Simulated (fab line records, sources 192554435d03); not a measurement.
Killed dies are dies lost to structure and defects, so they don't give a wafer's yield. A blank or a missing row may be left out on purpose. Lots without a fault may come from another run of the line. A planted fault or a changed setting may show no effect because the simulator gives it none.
fab line records | flow n5_finfet
record lots=4 wafers=12 last_day=16
route steps=1938 shown SD_EPI_P@308 SD_ACTIVATION@330 ILD0@335 SDB@347 BEOL_M4@1111 PASSIVATION@1936
lots that met no fault: from a run of the same line without faults
start_h: hours from the record's first day to the start of the lot's first wafer shown | wait_h: hours since the lot's step before | " the same as in the row above | L1.1+2: a row that stands for several wafers | - no value, or no start given | * or withheld: withheld | < > ~ a bound
route shown NAME@n: a module of which the file shows steps, and the number in the route of the first | usual: mean/standard deviation of fault-free wafers | same: alike in all rows | chamber/n: place in a boat | sites: the reading at each site | _std_site: their standard deviation | _edge_site: outer sites' mean less inner sites' | radius_mm: how far each site lies from the wafer's centre | mask NAME#n: copy n | behind: the tool/chamber that last shaped the wafer | hold: why the lot was held/for how many hours/how that ended | device: the transistor (n, p or np) that didn't switch | end of line: the same wafers' tests at the end of the route | a step without rows: its recipe alone | killed: dies lost to structure and defects at the first sort, not the wafer's yield | map: a wafer's dies, x killed, . not, _ none there
set.NAME: the setting as run; set.NAME@STEP: as run at that earlier step | model.NAME: the simulator's own value behind a step, which no gauge read
lots at some steps of the route; a table a step, a row a wafer
## steps
# step N5_SD_EPI_P_ETCH_37
# recipe chemistry=N2/H2 target=SOC overetch_a=1080 mask_material=SiARC temp_c=40 ion_energy_ev=100 source_w=3000 bias_w=133 pressure_mtorr=20 time_s=486 n2_flow_sccm=200 h2_flow_sccm=200 ends=end_point
# step N5_SD_EPI_P_STRIP_38
# recipe chemistry=N2/H2 temp_c=40 n2_flow_sccm=200 h2_flow_sccm=200 rf_frequency_hz=6e+07
# step N5_SD_EPI_P_ETCHBACK_46
# recipe chemistry=CH3F/O2 mode=anisotropic_etchback target=SiNx target_depth_a=175 stop_on=SiO2 over_etch_frac=0.3 ion_energy_ev=120 pressure_mtorr=30 source_w=395 bias_w=73 Ar_flow_sccm=150 CH3F_flow_sccm=30 O2_flow_sccm=20
# step N5_SD_EPI_P_ETCH_47
# recipe chemistry=CH3F/O2 target=SiOCN target_depth_a=250 mask_material=SOC ion_energy_ev=60 bias_w=29 pressure_mtorr=30 source_w=410 Ar_flow_sccm=150 CH3F_flow_sccm=30 O2_flow_sccm=20
# step N5_SD_EPI_P_ETCH_16
# recipe chemistry=CHF3/O2 target=SiO2 target_depth_a=50 mask_material=SOC pressure_mtorr=30 source_w=650 bias_w=170 Ar_flow_sccm=200 CHF3_flow_sccm=50 O2_flow_sccm=5 ion_energy_ev=200
# step N5_SD_EPI_P_STRIP_50
# recipe chemistry=CHF3/O2 resist=SiARC rf_frequency_hz=6e+07
# step N5_SD_EPI_P_SD_RECESS_17
# recipe chemistry=HBr/Cl2/O2 target_depth_a=391 bt_time_s=3 pressure_mtorr=10 icp_w=800 bias_w=112 HBr_flow_sccm=150 Cl2_flow_sccm=80 O2_flow_sccm=12
# step N5_SD_EPI_P_WET_ETCH_45
# recipe chemistry=dHF dilution=withheld time_s=10.7 target=SiO2 target_depth_a=20 temp_c=25 dry=ipa_marangoni rinse_time_s=30 rinse_temp_c=23
# step N5_SD_EPI_P_STRIP_40
# recipe chemistry=N2/H2 power_w=1000 temp_c=250 h2_frac=0.65 overash_fraction=0.3 pressure_mtorr=withheld n2_flow_sccm=1750 h2_flow_sccm=3250
# step N5_SD_EPI_P_PRECLEAN_52
# recipe chemistry=O3/DIW time_s=60 temp_c=22 o3_ppm=10
# step N5_SD_EPI_P_SRD_20
# recipe dry=ipa_marangoni do_ppb=5 time_s=30 temp_c=23 rinse_liquid=diw
# step N5_SD_EPI_P_PRECLEAN_51
# recipe chemistry=NF3:NH3 afs_cycles=1 temp_c=30 time_s=20 sublimation_temp_c=180 sublimation_time_s=60 pressure_torr=3 rf_power_w=30
# step N5_SD_EPI_P_VAPOR_ETCH_44
# recipe chemistry=NF3/Ar target=SiGe30 temp_c=25 time_s=3.3 mode=isotropic
# columns lot.wafer tool chamber start_h wait_h
L190.2+3+4 epi_rpcvd-04 0 76.52 0.2
L195.3+5+6 epi_rpcvd-02 0 101.30 0.2
L198.1+3+5 epi_rpcvd-04 0 116.42 0.2
L200.3+5+6 epi_rpcvd-04 0 129.42 0.1
# step N5_SD_EPI_P_EPI_21
# recipe material=SiGe:B dopant=B temp_c=550 pressure_torr=20 ambient=H2 time_s=355
# step N5_SD_EPI_P_HM_STRIP_48
# recipe chemistry=H3PO4 temp_c=160 material=SiNx target=SiNx target_depth_a=30 overetch_fraction=0.3
# step N5_SD_EPI_P_SRD_49
# recipe dry=ipa_marangoni time_s=30 temp_c=23 rinse_liquid=diw
# step N5_SD_EPI_P_PRECLEAN_24
# recipe chemistry=O3/DIW time_s=45 temp_c=22 o3_ppm=10
# step N5_SD_EPI_P_PRECLEAN_32
# recipe chemistry=dHF time_s=10 dilution=500:1 temp_c=25
# step N5_SD_EPI_P_PRECLEAN_33
# recipe chemistry=SC2 time_s=45 temp_c=35 mix=1:1:50
# step N5_SD_EPI_P_SRD_25
# recipe time_s=30 temp_c=23 rinse_liquid=diw dry=ipa_marangoni
# step N5_SD_ACTIVATION_RTA_00
# recipe temp_c=975 time_s=0 ambient=N2 idle_temp_c=600 ramp_up_c_per_s=150 ramp_down_c_per_s=60 cool_to_c=600
# step N5_SD_ACTIVATION_LSA_01
# recipe temp_c=1080 time_s=0.0008 ambient=N2
# step N5_ILD0_LINER_00
# recipe material=SiNx target_thk_a=40 temp_c=400 ald_precursor_family=SiH2I2 ald_co_reactant=N2/H2-plasma pulse_time_s=1 purge_time_s=2 co_reactant_purge_time_s=2 ald_cycles=80 pressure_torr=2
# step N5_ILD0_FCVD_FILL_01
# recipe material=SiO2_flowable target_thk_a=2000 temp_c=100 pressure_torr=0.8 rf_w=2000 time_s=328.3
# step N5_ILD0_CURE_02
# recipe temp_c=450 time_s=1800 ambient=steam idle_temp_c=400 ramp_up_c_per_min=5 ramp_down_c_per_min=3 densification_p_h2o_torr=640
# step N5_ILD0_CMP_03
# recipe stop_on=SiNx t_overpolish_s=1.9 post_cmp_clean=alkaline_brush down_force_psi=4.1491 platen_rpm=51.796 pad_velocity_m_s=1.0306 target_thk_nm=197.38
# step N5_ILD0_CMP_07
# recipe stop_on=poly-Si material=SiO2_flowable t_overpolish_s=1.18 post_cmp_clean=alkaline_brush down_force_psi=4.1491 platen_rpm=51.796 pad_velocity_m_s=1.0306 target_thk_nm=138.88
# step N5_ILD0_PRECLEAN_10
# recipe chemistry=NF3:NH3 afs_cycles=5 time_s=20 temp_c=30 sublimation_temp_c=180 sublimation_time_s=60 pressure_torr=3 rf_power_w=30
# step N5_ILD0_ALD_15
# recipe material=SiNx target_thk_a=240 temp_c=400 ald_precursor_family=SiH2I2 ald_co_reactant=N2/H2-plasma pulse_time_s=1 ald_cycles=480 purge_time_s=2 co_reactant_purge_time_s=2 pressure_torr=2
# step N5_ILD0_CMP_12
# recipe stop_on=poly-Si material=SiNx t_overpolish_s=6 post_cmp_clean=alkaline_brush down_force_psi=2.5 platen_rpm=51.8 pad_velocity_m_s=1.0307 target_thk_nm=17.67
# step N5_SDB_HM_DEP_00
# recipe material=SiNx target_thk_a=400 temp_c=400 precursor=SiH4/NH3/N2 pressure_torr=1.5 rf_w=300 time_s=35.3
# step N5_SDB_COAT_03
# recipe resist=SOC temp_c=250 time_s=60 spin_rpm=1500 resist_thk_nm=100
# step N5_SDB_COAT_04
# recipe resist=SiARC temp_c=220 time_s=60 spin_rpm=1500 resist_thk_nm=18
# step N5_BEOL_M4_RC_MEAS_101
# usual DIBL_N=36.4/2.2 DIBL_P=36.3/2.5 IOFF_N=0.17/0.052 IOFF_P=0.23/0.049 IOFF_P_85C=3.9/0.69 IOFF_P_LIN=0.106/0.017 ION_N=674/17 ION_P=464/11 REXT_P=100/3 SS_N=71.7/0.98 SS_P=73.3/0.84 VT_N=250/4 VT_P=-249/3.8 VT_P_LVT=-98/3.3
# columns lot.wafer tool chamber start_h wait_h DIBL_N[mV/V] DIBL_P[mV/V] IOFF_N[nA/um] IOFF_P[nA/um] IOFF_P_85C[nA/um] IOFF_P_LIN[nA/um] ION_N[uA/um] ION_P[uA/um] REXT_P[ohm.um] SS_N[mV/dec] SS_P[mV/dec] VT_N[mV] VT_P[mV] VT_P_LVT[mV]
L190.2 prober-02 0 239.26 0.2 34.5 34.2 0.13 0.23 3.8 0.107 663 465 101 70.9 72.4 255 -247 -96
L190.3 " 0 " " 34.0 33.9 0.13 0.22 3.8 0.106 672 474 98 71.0 72.7 252 -245 -95
L190.4 " 0 " " 36.7 36.8 0.16 0.26 4.3 0.118 677 474 98 72.3 73.2 250 -245 -94
L195.3 prober-02 0 247.80 0.3 41.4 42.8 0.30 0.32 5.2 0.130 691 464 101 72.2 74.5 243 -245 -94
L195.5 " 0 " " 37.6 38.8 0.20 0.26 4.4 0.113 670 459 101 71.8 74.5 249 -247 -95
L195.6 " 0 " " 37.7 37.5 0.19 0.22 3.8 0.100 685 466 102 71.6 74.1 249 -251 -97
L198.1 prober-02 0 271.98 0.0 37.8 48.9 0.17 0.79 10.8 0.263 670 508 87 72.3 76.6 250 -231 -81
L198.3 " 0 " " 37.4 46.4 0.17 0.58 8.4 0.226 690 515 86 72.0 75.5 249 -236 -83
L198.5 " 0 " " 37.0 46.1 0.16 0.58 8.5 0.227 670 501 87 72.0 74.7 253 -233 -83
L200.3 prober-02 0 276.45 0.3 34.3 42.6 0.13 0.54 7.7 0.219 677 522 87 70.8 74.9 253 -232 -81
L200.5 " 0 " " 36.6 45.0 0.19 0.80 10.8 0.218 635 486 89 74.6 78.1 253 -232 -83
L200.6 " 0 " " 35.9 44.1 0.16 0.61 8.6 0.241 686 522 87 71.4 74.4 251 -231 -80
# step N5_PASSIVATION_PROBE_49
# usual defect_limited_yield=91.2/1.4 killed_at_M0_to_M3=34/9.3 killed_at_M4_up=14/5.9 killed_at_contacts=14/5.7 killed_at_front_end=38/10 killed_at_other=4/3.2 killed_dies=104/17 killed_open=67/13 killed_short=33/6.9 sort_bin_4_leakage=0/3.6 sort_bin_5_function=5.2/1 sort_bin_6_memory=3.3/0.61 sort_bin_8_speed=0.3/1.8 sort_n_pass=1069/52 sort_yield_pct=91/4.4
# same gross_dies=1180 killed_at_back_side=0
# columns lot.wafer tool chamber start_h wait_h defect_limited_yield[%] killed_at_M0_to_M3 killed_at_M4_up killed_at_contacts killed_at_front_end killed_at_other killed_dies killed_open killed_short sort_bin_4_leakage[%] sort_bin_5_function[%] sort_bin_6_memory[%] sort_bin_8_speed[%] sort_n_pass sort_yield_pct[%]
L190.2 prober-02 - 349.79 0.8 90.7 32 20 11 44 3 110 65 44 0 5.0 4.0 0 1070 91
L190.3 prober-02 - 349.84 0.9 89.2 42 11 16 58 0 127 92 31 0 6.4 4.2 0 1053 89
L190.4 prober-02 - 349.89 0.9 90.0 33 11 29 38 7 118 77 38 0 6.6 3.2 0 1062 90
L195.3 prober-01 - 355.01 0.1 91.0 25 25 23 29 4 106 80 23 1 5.3 3.3 0 1067 90
L195.5 prober-01 - 355.11 0.2 90.2 43 25 24 24 0 116 86 28 0 5.3 4.1 0 1064 90
L195.6 prober-01 - 355.16 0.3 93.7 21 16 12 24 1 74 47 24 0 3.6 2.5 0 1106 94
L198.1 prober-01 - 376.23 0.0 89.1 49 31 12 34 3 129 92 33 78 7.3 3.5 0 131 11
L198.3 prober-01 - 376.33 0.1 90.4 31 32 14 36 0 113 83 24 24 5.5 3.9 0 789 67
L198.5 prober-01 - 376.43 0.2 91.6 22 15 11 47 4 99 66 22 26 5.3 3.1 0 771 65
L200.3 prober-01 - 380.80 0.1 89.7 41 9 24 39 8 121 75 37 10 7.0 3.1 0 942 80
L200.5 prober-01 - 380.90 0.2 91.8 37 6 17 33 4 97 55 37 76 4.9 3.0 0.4 178 15
L200.6 prober-01 - 380.95 0.3 89.7 51 6 24 36 5 122 87 30 25 6.8 3.2 0 765 65
# killed by level:class
L190.2 FIN_SAQP:geometric_particle:short=12 FIN_SAQP:geometric_particle:open=11 BEOL_M0_SAQP:geometric_particle:short=9 BEOL_M4:geometric_particle:open=7 MOL_CONTACT_COAG:geometric_particle:open=6 MOL_CONTACT_COAG:geometric_particle:short=5 BEOL_M0:geometric_particle:open=5 BEOL_M2:geometric_particle:open=5
L190.3 FIN_SAQP:geometric_particle:open=23 MOL_CONTACT_COAG:geometric_particle:open=15 BEOL_M0_SAQP:geometric_particle:open=12 FIN_SAQP:geometric_particle:short=10 STI_FIN_REVEAL:geometric_particle:open=7 BEOL_M3:geometric_particle:open=7 BEOL_M0_SAQP:geometric_particle:short=6 BEOL_M0:geometric_particle:open=5
L190.4 MOL_CONTACT_COAG:geometric_particle:open=28 BEOL_M0_SAQP:geometric_particle:short=14 FIN_SAQP:geometric_particle:open=12 BEOL_M0_SAQP:geometric_particle:open=6 FIN_SAQP:geometric_particle:short=5 DUMMY_GATE:geometric_particle:open=4 STARTING-WAFER:geometric_particle:short=4 ILD0:geometric_particle:short=3
L195.3 MOL_CONTACT_COAG:geometric_particle:open=17 BEOL_M4:geometric_particle:open=12 FIN_SAQP:geometric_particle:open=8 MOL_CONTACT_COAG:geometric_particle:short=6 BEOL_M3:geometric_particle:open=6 BEOL_M5:geometric_particle:open=6 BEOL_M2:geometric_particle:open=5 STI_FIN_REVEAL:geometric_particle:open=4
L195.5 MOL_CONTACT_COAG:geometric_particle:open=22 BEOL_M2:geometric_particle:open=14 BEOL_M4:geometric_particle:open=12 STI_FIN_REVEAL:geometric_particle:open=9 BEOL_M0_SAQP:geometric_particle:short=5 BEOL_M0_SAQP:geometric_particle:open=5 BEOL_M1:geometric_particle:open=5 BEOL_M3:geometric_particle:open=5
L195.6 BEOL_M4:geometric_particle:open=10 MOL_CONTACT_COAG:geometric_particle:open=9 STARTING-WAFER:geometric_particle:short=5 FIN_SAQP:geometric_particle:short=4 DUMMY_GATE:geometric_particle:open=4 BEOL_M2:geometric_particle:short=4 BEOL_M0_SAQP:geometric_particle:open=4 BEOL_M0:geometric_particle:open=4
L198.1 BEOL_M2:geometric_particle:open=22 BEOL_M4:geometric_particle:open=16 BEOL_M0_SAQP:geometric_particle:open=13 ILD0:geometric_particle:open=8 MOL_CONTACT_COAG:geometric_particle:open=7 BEOL_M0_SAQP:geometric_particle:short=6 BEOL_M2:geometric_particle:short=6 FIN_SAQP:geometric_particle:open=5
L198.3 BEOL_M4:geometric_particle:open=16 BEOL_M2:geometric_particle:open=16 STI_FIN_REVEAL:geometric_particle:open=8 DUMMY_GATE:geometric_particle:open=7 MOL_CONTACT_COAG:geometric_particle:open=7 FIN_SAQP:geometric_particle:open=6 MOL_CONTACT_COAG:geometric_particle:short=5 ILD0:geometric_particle:short=4
L198.5 FIN_SAQP:geometric_particle:open=23 BEOL_M2:geometric_particle:open=11 MOL_CONTACT_COAG:geometric_particle:open=8 FIN_SAQP:geometric_particle:short=7 GATE_CUT:geometric_particle:short=4 BEOL_M3:geometric_particle:open=4 BEOL_M4:geometric_particle:open=4 STI_FIN_REVEAL:geometric_particle:open=3
L200.3 MOL_CONTACT_COAG:geometric_particle:open=19 BEOL_M3:geometric_particle:open=14 STI_FIN_REVEAL:geometric_particle:open=7 FIN_SAQP:geometric_particle:open=6 GATE_CUT:geometric_particle:short=6 BEOL_M1:geometric_particle:open=6 BEOL_M2:geometric_particle:open=6 BEOL_M3:geometric_particle:short=6
L200.5 MOL_CONTACT_COAG:geometric_particle:open=13 FIN_SAQP:geometric_particle:short=8 BEOL_M2:geometric_particle:open=8 BEOL_M0_SAQP:geometric_particle:short=7 BEOL_M3:geometric_particle:open=6 FIN_SAQP:geometric_particle:open=4 DUMMY_GATE:geometric_particle:open=4 BEOL_M6:geometric_particle:open=4
L200.6 MOL_CONTACT_COAG:geometric_particle:open=20 BEOL_M3:geometric_particle:open=13 BEOL_M1:geometric_particle:open=11 DUMMY_GATE:geometric_particle:open=8 FIN_SAQP:geometric_particle:open=7 BEOL_M0_SAQP:geometric_particle:short=7 STI_FIN_REVEAL:geometric_particle:open=6 BEOL_M2:geometric_particle:open=6
# map L198.1 (x killed, . not)
_________________...........x________________
______________....x............._____________
___________.xx...........x.........__________
__________.x......x........x........_________
________.....................x........_______
_______..x..................x...x......______
______.....x.x.........x..x....x..x...x._____
_____.....x...............x...........x..____
____.........x......x...............x.....___
___.....................x.x.............x..__
___.......x.x............x...........x.....__
__..................x.....x.........x......._
__.....x......................x....xx.x....._
_..........x.x............x....xx..x.x......x
_.......x..................x..........x......
_.x..x....x..x..x..............x......xx.....
_......x.......x.....x.........x........x....
_..............x.......x............x......x.
_.........................xx................x
_..x.x..........x........x....x..............
_.x..x......................x.......xx..x..xx
__..x...................x..x......x.......x._
__.........x................x..............x_
___.........x.x.....x...........x...xx.....__
___.....x....x........x...xx...............__
____......x........x.......x.........x....___
_____............x..x...............x....____
______..x....x.....x.....x...x.....x...._____
_______.x.....x........................______
________.x........x.x................._______
__________.x............x..........._________
___________x.....x..x..............__________
______________...........x......_____________
_________________x.........x.________________
# map L200.6 (x killed, . not)
_________________.x..........________________
______________.............x...._____________
___________.x........x........x....__________
__________.........................._________
________.................x......x....._______
_______.........................xx.....______
______...........x............x........._____
_____....xx...........x...x.......x......____
____x...xx.....x..x.....x.......x.x.x.x...___
___...............x................xx....x.__
___x....x..........x.x.....x...............__
__...x.....x.................x.....x..x....._
__..........................x............x.._
_......x.........x.......x........x..........
_..................x.........................
_..xx.......x...x.......x....................
_....x.........x.x.x.....x...............x...
_..............x..........x..................
_......x..x..........x...............x.......
_.x.....x..x.....x..x..x.x..x................
_x...x......x.x.....................x.....xx.
__....x.........x.......x...............x.x._
__.x.......x..............x......x...x.....x_
___.......x.....................x...x......__
___.....x......x.x..x...........x...x...xx.__
____.x................x.....x.............___
_____..x....x.....x....x.................____
______...........x..............x......._____
_______............x..x.....x..x.......______
________....x.x......................._______
__________.......x.x................_________
___________.x.........x............__________
______________.........x...x...._____________
_________________............________________
## key
first_sign step=N5_BEOL_M4_RC_MEAS_101 reading=IOFF_P direction=up sigmas=8.6 usual=0.23 struck=0.65
effect step=N5_BEOL_M4_RC_MEAS_101 reading=IOFF_P_85C direction=up sigmas=7.6 usual=3.9 struck=9.1
effect step=N5_BEOL_M4_RC_MEAS_101 reading=IOFF_P_LIN direction=up sigmas=7.4 usual=0.106 struck=0.232
effect step=N5_BEOL_M4_RC_MEAS_101 reading=VT_P_LVT direction=up sigmas=4.9 usual=-98 struck=-82
effect step=N5_BEOL_M4_RC_MEAS_101 reading=REXT_P direction=down sigmas=4.3 usual=100 struck=87
effect step=N5_BEOL_M4_RC_MEAS_101 reading=VT_P direction=up sigmas=4.3 usual=-249 struck=-233
effect step=N5_BEOL_M4_RC_MEAS_101 reading=ION_P direction=up sigmas=4.2 usual=464 struck=509
effect step=N5_BEOL_M4_RC_MEAS_101 reading=DIBL_P direction=up sigmas=3.6 usual=36.3 struck=45.5
effect step=N5_BEOL_M4_RC_MEAS_101 reading=SS_P direction=up sigmas=2.8 usual=73.3 struck=75.7 wafers_moved=3
effect step=N5_PASSIVATION_PROBE_49 reading=sort_bin_4_leakage direction=up sigmas=11 usual=0 struck=40
met_at N5_SD_EPI_P_VAPOR_ETCH_44
struck_wafers L198.1,L198.3,L198.5,L200.3,L200.5,L200.6
onset_between 76.52 116.42
also_fits time
fault kind=process_parameter_drift tool=epi_rpcvd-04 chamber=- onset_h=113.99 steps=N5_SD_EPI_P_VAPOR_ETCH_44 channel=time_s offset=* shape=step end_h=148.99 acts_in=* stated=*
